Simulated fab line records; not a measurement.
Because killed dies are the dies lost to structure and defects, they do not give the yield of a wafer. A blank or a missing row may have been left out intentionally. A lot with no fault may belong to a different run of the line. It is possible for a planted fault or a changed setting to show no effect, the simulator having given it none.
fab line records -- flow n5Finfet
record lots=5, wafers=15, lastDay=17
route steps=1938 shown BEOL_M4@1069 PASSIVATION@1936
lots that met no fault: from a run of the same line without faults
startH: the number of hours between the record's first day and the start of the first shown wafer of the lot -- waitH: hours elapsed since this lot's preceding step -- " identical to the entry in the row above -- L1.1+2: several wafers, shown together as one row -- - no value present, or no start provided -- * or withheld: withheld -- < > ~ a bound
route shown NAME@n: names a module that has steps shown in the file, with the first one's number in the route -- usual: average and standard deviation across the fault-free wafers -- same: alike in all rows -- chamber/n: place in a boat -- sites: the reading at each site -- _std_site: their standard deviation -- _edge_site: mean of outer sites minus mean of inner sites -- radiusMm: for every site, how far away it sits from the centre of the wafer -- mask NAME#n: copy n -- behind: the tool/chamber that last shaped the wafer -- hold: why the lot was held/for how many hours/how that ended -- device: the n, p or np transistor that did not switch -- end of line: the same wafers' tests at the end of the route -- where a step has no rows: the recipe by itself -- killed: at the first sort, the dies lost to defects and structure; wafer yield is something else -- map: dies across one wafer; x = killed, . = not, _ = none there
set.NAME: the setting the step ran with; set.NAME@STEP: the setting that earlier step ran with -- model.NAME: the simulator's own value behind a step, which no gauge read
certain route steps with their lots: each step a table, each wafer a row
services: the hour from which a tool's chamber was out of use, counted from the record's first day as startH (under 0 if before that day), plus the number of hours and why
## steps
# step N5_BEOL_M4_STRIP_36
# recipe chemistry=N2/H2, powerW=450, tempC=40, pressureMtorr=20, rfFrequencyHz=6e+07, overashFraction=0.3, biasPowerW=7, h2Frac=0.5, n2FlowSccm=200, h2FlowSccm=200
# usual drypumpMotorCurrentA=5.7/0.32, oesProductAu=0.78/0.076, rfVppV=59.3/1.4, showerheadPlenumPTorr=2.56/0.07, throttleValvePct=23.6/0.3
# same overashFraction=0.3
lot.wafer,tool,chamber,startH,waitH,drypumpMotorCurrentA,oesProductAu,rfHoursCounterH,rfVppV,showerheadPlenumPTorr,throttleValvePct
L585.2,rieDiel-01,1,187.24,0.0,5.6,0.74,197,59.2,2.64,24.4
L585.3,rieDiel-01,0,187.24,0.0,5.1,0.86,36,61.5,2.63,23.8
L585.4,rieDiel-01,3,187.24,0.0,5.5,0.84,67,59.5,2.57,23.8
L586.1,rieDiel-01,2,191.05,0.0,5.9,0.68,248,59.4,2.40,24.1
L586.3,rieDiel-01,1,191.05,0.0,5.5,0.74,198,60.4,2.64,24.3
L586.5,rieDiel-01,0,191.05,0.0,5.2,0.88,-,59.1,2.62,23.9
L592.2,rieDiel-04,2,225.87,0.0,5.5,0.69,210,56.8,2.63,23.5
L592.3,rieDiel-04,1,225.87,0.0,5.4,0.67,226,58.7,2.50,23.2
L592.6,rieDiel-04,1,225.87,0.0,5.4,0.67,-,59.5,2.50,23.2
L600.1,rieDiel-01,3,276.15,0.0,5.5,0.79,102,59.0,2.56,23.8
L600.3,rieDiel-01,2,276.15,0.0,5.9,0.92,23,59.6,2.71,23.9
L600.6,rieDiel-01,3,276.15,0.0,5.6,0.80,-,59.6,2.56,23.8
L603.4,rieDiel-06,2,301.96,0.0,5.6,0.77,131,59.3,2.53,23.7
L603.5,rieDiel-06,3,301.96,0.0,6.1,0.78,-,58.8,2.54,23.4
L603.6,rieDiel-06,0,301.96,0.0,5.6,0.77,-,59.6,2.49,23.7
# step N5_BEOL_M4_TRENCH_ETCH_37
# recipe chemistry=C4F6/O2, targetDepthA=555.55, target=SiOC, timeS=29.2, ionEnergyEv=250, pressureMtorr=30, sourceW=355, biasW=185, Ar_flow_sccm=300, C4F6_flow_sccm=10, O2_flow_sccm=10
# usual C4F6_flow_sccm=9.995/0.029, drypumpMotorCurrentA=5.7/0.32, oesProductAu=0.79/0.077, rfVppV=667/21, showerheadPlenumPTorr=2.87/0.066, throttleValvePct=20.85/0.26
lot.wafer,tool,chamber,startH,waitH,C4F6_flow_sccm,drypumpMotorCurrentA,oesProductAu,rfHoursCounterH,rfVppV,showerheadPlenumPTorr,throttleValvePct
L585.2,rieDiel-01,1,-,-,9.966,5.6,0.73,197,683,2.91,21.08
L585.3,rieDiel-01,0,-,-,10.017,5.1,0.88,36,645,2.88,20.60
L585.4,rieDiel-01,3,-,-,9.983,5.6,0.84,67,684,2.85,20.82
L586.1,rieDiel-01,2,-,-,9.971,5.9,0.66,248,658,2.73,21.54
L586.3,rieDiel-01,1,-,-,10.006,5.6,0.74,198,683,2.91,21.07
L586.5,rieDiel-01,0,-,-,9.994,5.1,0.87,-,645,2.88,20.60
L592.2,rieDiel-04,2,-,-,9.953,5.5,0.70,210,639,2.93,20.65
L592.3,rieDiel-04,1,-,-,9.999,5.4,0.67,226,685,2.82,20.79
L592.6,rieDiel-04,1,-,-,9.998,5.4,0.68,-,687,2.82,20.80
L600.1,rieDiel-01,3,-,-,9.982,5.5,0.79,102,684,2.83,20.85
L600.3,rieDiel-01,2,-,-,10.019,5.8,0.89,23,668,3.06,21.29
L600.6,rieDiel-01,3,-,-,9.983,5.5,0.78,-,683,2.83,20.88
L603.4,rieDiel-06,2,-,-,10.014,5.7,0.80,131,670,2.88,21.20
L603.5,rieDiel-06,3,-,-,9.981,6.1,0.78,-,636,2.85,20.74
L603.6,rieDiel-06,0,-,-,10.018,5.6,0.78,-,710,2.76,20.48
# step N5_BEOL_M4_ETCH_41
# recipe chemistry=CH3F/O2, target=SiCN, targetDepthA=299, taperDeg=2, timeS=52.5, ionEnergyEv=120, maskMaterial=TiN, pressureMtorr=30, sourceW=395, biasW=75, Ar_flow_sccm=150, CH3F_flow_sccm=30, O2_flow_sccm=20
# usual drypumpMotorCurrentA=5.7/0.32, oesProductAu=0.79/0.076, rfVppV=297.5/1.3, showerheadPlenumPTorr=2.01/0.048, throttleValvePct=16.31/0.24
lot.wafer,tool,chamber,startH,waitH,drypumpMotorCurrentA,oesProductAu,rfHoursCounterH,rfVppV,showerheadPlenumPTorr,throttleValvePct
L585.2,rieDiel-01,1,-,-,5.6,0.74,197,299.4,2.05,16.58
L585.3,rieDiel-01,0,-,-,5.1,0.88,36,297.0,2.03,16.12
L585.4,rieDiel-01,3,-,-,5.5,0.84,67,296.7,2.01,16.31
L586.1,rieDiel-01,2,-,-,5.8,0.66,248,293.4,1.91,16.96
L586.3,rieDiel-01,1,-,-,5.5,0.73,198,298.7,2.05,16.57
L586.5,rieDiel-01,0,-,-,5.1,0.87,-,297.4,2.03,16.10
L592.2,rieDiel-04,2,-,-,5.5,0.71,210,300.4,2.06,16.17
L592.3,rieDiel-04,1,-,-,5.4,0.69,226,298.8,1.98,16.31
L592.6,rieDiel-04,1,-,-,5.4,0.69,-,296.0,1.98,16.32
L600.1,rieDiel-01,3,-,-,5.6,0.79,102,299.5,1.99,16.38
L600.3,rieDiel-01,2,-,-,5.9,0.89,23,299.7,2.16,16.56
L600.6,rieDiel-01,3,-,-,5.5,0.80,-,297.3,2.00,16.38
L603.4,rieDiel-06,2,-,-,5.7,0.79,131,296.8,2.02,16.59
L603.5,rieDiel-06,3,-,-,6.0,0.77,-,297.3,2.00,16.23
L603.6,rieDiel-06,0,-,-,5.5,0.77,-,294.8,1.93,15.95
# step N5_BEOL_M4_STRIP_97
# recipe chemistry=N2/H2, timeS=10, powerW=450, tempC=40, pressureMtorr=20, rfFrequencyHz=6e+07, biasPowerW=7, n2FlowSccm=200, h2FlowSccm=200
# usual drypumpMotorCurrentA=5.7/0.32, oesProductAu=0.79/0.075, rfVppV=59.1/0.86, showerheadPlenumPTorr=2.56/0.07, throttleValvePct=23.6/0.3
lot.wafer,tool,chamber,startH,waitH,drypumpMotorCurrentA,oesProductAu,rfHoursCounterH,rfVppV,showerheadPlenumPTorr,throttleValvePct
L585.2,rieDiel-01,1,-,-,5.6,0.74,197,58.9,2.64,24.3
L585.3,rieDiel-01,0,-,-,5.1,0.87,36,57.4,2.63,23.8
L585.4,rieDiel-01,3,-,-,5.5,0.85,67,58.7,2.57,23.8
L586.1,rieDiel-01,2,-,-,5.8,0.68,248,58.5,2.40,24.1
L586.3,rieDiel-01,1,-,-,5.6,0.74,198,58.6,2.64,24.4
L586.5,rieDiel-01,0,-,-,5.1,0.86,-,59.8,2.63,23.8
L592.2,rieDiel-04,2,-,-,5.5,0.70,210,60.4,2.63,23.5
L592.3,rieDiel-04,1,-,-,5.4,0.69,226,59.8,2.50,23.2
L592.6,rieDiel-04,1,-,-,5.4,0.68,-,59.1,2.50,23.2
L600.1,rieDiel-01,3,-,-,5.5,0.80,102,58.1,2.56,23.8
L600.3,rieDiel-01,2,-,-,5.9,0.91,23,59.8,2.71,23.9
L600.6,rieDiel-01,3,-,-,5.5,0.79,-,58.8,2.56,23.8
L603.4,rieDiel-06,2,-,-,5.7,0.77,131,58.5,2.53,23.7
L603.5,rieDiel-06,3,-,-,6.1,0.77,-,58.1,2.54,23.4
L603.6,rieDiel-06,0,-,-,5.6,0.77,-,58.8,2.49,23.7
# step N5_BEOL_M4_OCD_MEAS_38
# usual trenchDepthNm=55.6/1.5
lot.wafer,tool,chamber,startH,waitH,trenchDepthNm
L585.2,ocd-02,-,187.44,-,55.4
L585.3,ocd-02,-,187.44,-,57.2
L585.4,ocd-02,-,187.44,-,56.0
L586.1,ocd-01,-,191.25,-,52.7
L586.3,ocd-01,-,191.25,-,55.2
L586.5,ocd-01,-,191.25,-,57.2
L592.2,ocd-02,-,226.07,-,55.6
L592.3,ocd-02,-,226.07,-,53.6
L592.6,ocd-02,-,226.07,-,53.6
L600.1,ocd-02,-,276.35,-,54.4
L600.3,ocd-02,-,276.35,-,53.5
L600.6,ocd-02,-,276.35,-,54.2
L603.4,ocd-02,-,302.16,-,57.3
L603.5,ocd-02,-,302.16,-,55.7
L603.6,ocd-02,-,302.16,-,55.0
# step N5_BEOL_M4_HM_STRIP_39
# recipe chemistry=peroxideTinStrip, material=TiN, targetDepthA=250, tempC=50, timeS=158
# step N5_BEOL_M4_SRD_40
# recipe timeS=30, tempC=23, rinseLiquid=diw, dry=ipaMarangoni
# step N5_BEOL_M4_PRECLEAN_42
# recipe chemistry=residueRemover, timeS=60, tempC=40
# step N5_BEOL_M4_SRD_43
# recipe timeS=30, tempC=23, rinseLiquid=diw, dry=ipaMarangoni
# step N5_BEOL_M4_CD_MEAS_35
# recipe targetCdNm=18, targetCdYNm=22.4, polarity=opening
# usual cdNm=18.0/0.46
lot.wafer,tool,chamber,startH,waitH,cdNm
L585.2,cdSem-03,-,187.60,0.0,17.9
L585.3,cdSem-03,-,187.60,0.0,18.1
L585.4,cdSem-03,-,187.60,0.0,18.7
L586.1,cdSem-02,-,191.50,0.0,18.4
L586.3,cdSem-02,-,191.50,0.0,17.5
L586.5,cdSem-02,-,191.50,0.0,18.2
L592.2,cdSem-02,-,226.22,0.0,17.7
L592.3,cdSem-02,-,226.22,0.0,18.0
L592.6,cdSem-02,-,226.22,0.0,18.2
L600.1,cdSem-01,-,276.50,0.0,18.3
L600.3,cdSem-01,-,276.50,0.0,18.2
L600.6,cdSem-01,-,276.50,0.0,18.8
L603.4,cdSem-03,-,302.31,0.0,18.2
L603.5,cdSem-03,-,302.31,0.0,17.6
L603.6,cdSem-03,-,302.31,0.0,18.0
# step N5_BEOL_M4_DEGAS_44
# recipe ambient=vacuum, tempC=250, timeS=60
# step N5_BEOL_M4_PRE_CLEAN_45
# recipe gas=H2/He, timeS=30, tempC=250
# step N5_BEOL_M4_ALD_84
# recipe material=TaN, targetThkA=*, tempC=275, aldPrecursorFamily=PDMAT, aldCoReactant=NH3, pressureTorr=3, carrierFlowSccm=1500, pulseTimeS=2, purgeTimeS=3, coReactantPurgeTimeS=2, coReactantPulseTimeS=3, aldCycles=30, precursorVesselTempC=75, precursorVesselPressureTorr=26.25, precursorVesselCarrierSccm=1000
# usual aldCycles=30/0, heaterPowerW=420/47
lot.wafer,tool,chamber,startH,waitH,aldCycles,heaterPowerW,model.TaN_of_BEOL_M4_ALD_84.thkNm
L585.2,aldMetal-01,1,188.10,0.1,30,396,*
L585.3,aldMetal-01,3,188.10,0.1,30,497,*
L585.4,aldMetal-01,0,188.10,0.1,30,403,*
L586.1,aldMetal-03,1,191.87,0.1,30,428,*
L586.3,aldMetal-03,0,191.87,0.1,30,409,*
L586.5,aldMetal-03,2,191.87,0.1,30,420,*
L592.2,aldMetal-01,3,227.15,0.0,30,484,*
L592.3,aldMetal-01,2,227.15,0.0,30,444,*
L592.6,aldMetal-01,0,227.15,0.0,36,410,*
L600.1,aldMetal-03,1,277.64,0.0,30,446,*
L600.3,aldMetal-03,3,277.64,0.0,30,477,*
L600.6,aldMetal-03,1,277.64,0.0,30,433,*
L603.4,aldMetal-02,3,302.66,0.1,30,323,*
L603.5,aldMetal-02,2,302.66,0.1,30,428,*
L603.6,aldMetal-02,3,302.66,0.1,30,318,*
# step N5_BEOL_M4_SURFACE_TREAT_85
# recipe gas=Ar, timeS=*, ionEnergyEv=*, ionCurrentMaCm2=0.5, pressureMtorr=*, arFlowSccm=30
# usual throttleValvePct=*
lot.wafer,tool,chamber,startH,waitH,throttleValvePct
L585.2,pvdSputter-02,-,189.30,1.1,*
L585.3,pvdSputter-02,-,189.30,1.1,*
L585.4,pvdSputter-02,-,189.30,1.1,*
L586.1,pvdSputter-02,-,192.09,0.1,*
L586.3,pvdSputter-02,-,192.09,0.1,*
L586.5,pvdSputter-02,-,192.09,0.1,*
L592.2,pvdSputter-01,-,227.37,0.1,*
L592.3,pvdSputter-01,-,227.37,0.1,*
L592.6,pvdSputter-01,-,227.37,0.1,*
L600.1,pvdSputter-02,-,277.94,0.2,*
L600.3,pvdSputter-02,-,277.94,0.2,*
L600.6,pvdSputter-02,-,277.94,0.2,*
L603.4,pvdSputter-02,-,302.92,0.2,*
L603.5,pvdSputter-02,-,302.92,0.2,*
L603.6,pvdSputter-02,-,302.92,0.2,*
# step N5_BEOL_M4_RC_MEAS_101
# usual DIBL_N=36.0/2.2, DIBL_P=35.9/2.6, IOFF_N=0.16/0.038, IOFF_P=0.21/0.042, ION_N=675/15, ION_P=463/10, SS_N=71.5/0.62, SS_P=73.2/0.76, VT_N=250/4.1, VT_P=-251/3.6
lot.wafer,tool,chamber,startH,waitH,DIBL_N[mV/V],DIBL_P[mV/V],IOFF_N[nA/um],IOFF_P[nA/um],ION_N[uA/um],ION_P[uA/um],SS_N[mV/dec],SS_P[mV/dec],VT_N[mV],VT_P[mV]
L585.2,prober-01,0,192.88,0.2,35.1,34.2,0.13,0.18,652,450,72.1,73.2,254,-254
L585.3,prober-01,0,192.88,0.2,29.7,28.3,0.08,0.12,649,450,70.1,70.8,257,-259
L585.4,prober-01,0,192.88,0.2,32.0,30.9,0.09,0.14,629,442,71.3,73.2,259,-257
L586.1,prober-01,0,195.21,0.0,34.6,34.5,0.14,0.19,683,470,71.3,73.1,249,-251
L586.3,prober-01,0,195.21,0.0,31.4,31.4,0.11,0.16,667,461,70.3,72.1,251,-252
L586.5,prober-01,0,195.21,0.0,35.9,36.8,0.16,0.20,689,465,71.7,73.3,249,-252
L592.2,prober-01,0,230.65,0.2,37.6,35.9,0.17,0.25,688,479,71.0,73.6,251,-247
L592.3,prober-01,0,230.65,0.2,36.6,33.7,0.13,0.20,673,468,70.5,72.3,251,-250
L592.6,prober-01,0,230.65,0.2,36.8,33.6,0.14,0.21,660,454,71.1,73.3,251,-249
L600.1,prober-02,0,281.12,0.0,37.3,38.4,0.18,0.23,685,471,70.4,72.5,246,-247
L600.3,prober-02,0,281.12,0.0,38.6,39.5,0.19,0.25,699,479,71.2,73.5,247,-246
L600.6,prober-02,0,281.12,0.0,36.1,37.1,0.14,0.21,680,471,71.4,73.1,250,-251
L603.4,prober-01,0,306.72,0.5,37.9,38.4,0.21,0.23,669,453,72.2,73.3,249,-252
L603.5,prober-01,0,306.72,0.5,36.3,37.6,0.18,0.21,688,463,72.1,73.5,246,-251
L603.6,prober-01,0,306.72,0.5,37.7,40.2,0.20,0.26,677,461,72.3,74.5,246,-250
# step N5_PASSIVATION_PROBE_49
# usual defectLimitedYield=91.4/1.6, killed_at_M0_to_M3=35/10, killed_at_M4_up=12/4.7, killedAtContacts=12/5.8, killedAtFrontEnd=38/12, killedAtOther=4/3.2, killedDies=102/18, killedOpen=68/14, killedShort=32/8, sort_bin_5_function=5.1/0.96, sort_bin_6_memory=3.2/0.77, sort_bin_8_speed=0.1/0.39, sortNPass=1078/20, sortYieldPct=91.3/1.7
# same grossDies=1180, killedAtBackSide=0, sort_bin_4_leakage[%]=0
lot.wafer,tool,chamber,startH,waitH,defectLimitedYield[%],killed_at_M0_to_M3,killed_at_M4_up,killedAtContacts,killedAtFrontEnd,killedAtOther,killedDies,killedOpen,killedShort,sort_bin_5_function[%],sort_bin_6_memory[%],sort_bin_8_speed[%],sortNPass,sortYieldPct[%]
L592.2,prober-01,-,337.42,0.1,90.1,49,8,12,46,2,117,90,27,6.1,3.5,0,1063,90.1
L592.6,prober-01,-,337.62,0.3,90.2,47,10,6,51,2,116,78,38,5.8,3.7,0,1064,90.2
# killed by level:class
L592.2 BEOL_M2:geometricParticle:open=17 FIN_SAQP:geometricParticle:open=14 STI_FIN_REVEAL:geometricParticle:open=13 MOL_CONTACT_COAG:geometricParticle:open=11 BEOL_M1:geometricParticle:open=9 BEOL_M3:geometricParticle:open=7 FIN_SAQP:geometricParticle:short=6 BEOL_M0:geometricParticle:open=4
L592.6 BEOL_M3:geometricParticle:open=21 FIN_SAQP:geometricParticle:open=16 FIN_SAQP:geometricParticle:short=12 BEOL_M0_SAQP:geometricParticle:short=10 STI_FIN_REVEAL:geometricParticle:open=8 BEOL_M0_SAQP:geometricParticle:open=6 MOL_CONTACT_COAG:geometricParticle:open=5 STARTING-WAFER:geometricParticle:short=4
## services
tool,chamber,startH,hours,kind
rieDiel-01,1,173.91,5.0,repair
aldMetal-01,-,178.55,0.7,repair
rieDiel-06,1,187.11,16.2,repair
aldMetal-02,1,187.77,24.8,repair
rieDiel-01,2,201.16,-,clean
rieDiel-01,2,201.16,-,consumableReplace:focusRing
rieDiel-01,2,201.16,-,consumableReplace:showerhead
rieDiel-01,2,201.16,13.0,scheduledDown
rieDiel-01,2,201.16,13.0,ventCycle
rieDiel-04,1,204.77,9.1,repair
aldMetal-02,-,230.37,2.8,pm
rieDiel-06,3,242.09,1.5,repair
rieDiel-06,0,242.48,1.3,repair
aldMetal-02,0,265.38,2.8,repair
aldMetal-03,-,268.61,2.8,pm
rieDiel-04,0,276.72,15.8,repair
rieDiel-04,3,290.02,5.1,repair
rieDiel-04,2,293.54,9.1,repair
rieDiel-04,1,302.68,-,clean
rieDiel-04,1,302.68,-,consumableReplace:focusRing
rieDiel-04,1,302.68,12.8,scheduledDown
rieDiel-04,1,302.68,12.8,ventCycle
## key
firstSign step=N5_BEOL_M4_ALD_84, reading=aldCycles, direction=up, sigmas=99+, usual=*, struck=*
effect none on later readings
modelEffect step=N5_BEOL_M4_ALD_84, value=TaN_of_BEOL_M4_ALD_84.thkNm, without=*, struck=*
metAt N5_BEOL_M4_ALD_84
struckWafers L592.6
onsetBetween 188.10 227.15
fault kind=processParameterDrift, tool=aldMetal-01, chamber=0, onsetH=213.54, steps=N5_BEOL_M4_ALD_84, channel=aldCycles, offset=*, shape=step, endH=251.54, actsIn=*, stated=*
